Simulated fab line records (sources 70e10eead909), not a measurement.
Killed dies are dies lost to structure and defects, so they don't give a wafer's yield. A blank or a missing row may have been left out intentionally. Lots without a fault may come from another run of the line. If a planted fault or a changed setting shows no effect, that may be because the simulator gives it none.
Matching of chambers    flow nand-harc    4 sister chambers for NHARC_A_STAIRCASE_ETCH_253 on rie-diel-07
The step etches the open film in C4F8/O2, target depth 50 nm, time 20.2 s. 7 wafers are shown with their chamber, then 7 later ones without.

WAFERS WITH THEIR CHAMBER
wafer   chamber  rf-vpp-V (V)  rf-fwd-power-W (W)
L081.2  2        903           587
L081.4  1        893           593
L086.1  0        893           590
L089.2  1        894           592
L089.6  3        895           587
L090.1  3        894           588
L090.2  0        892           588

WAFERS WHOSE CHAMBER IS MISSING
wafer   rf-vpp-V (V)  rf-fwd-power-W (W)
L090.3  894           591
L091.3  901           586
L091.5  893           592
L091.6  893           588
L095.1  893           594
L095.2  902           592
L095.6  892           585

EACH ONE'S CHAMBER
wafer   from the rows above           in truth
L090.3  can't be placed: 1 or 0 or 3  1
L091.3  2                             2
L091.5  1                             1
L091.6  can't be placed: 0 or 3       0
L095.1  1                             1
L095.2  2                             2
L095.6  can't be placed: 0 or 3       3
Correctly placed: 4 of 7. Unplaceable from these rows: 3, with the true chamber sitting among the candidates in 3. Wrongly placed: 0.
How it was worked out, from the rows above alone: a wafer's distance from a chamber is the root of the sum, over the readings, of the square of ((its reading less the chamber's mean) divided by the reading's scatter). The wafer belongs to the nearest chamber; if the next one is less than 2 further off, it can't be placed. Each chamber's mean is taken over the wafers shown for it. The scatter is the square root of a quotient: the sum, over the shown wafers, of each reading's squared deviation from its chamber's mean, divided by wafers minus chambers.
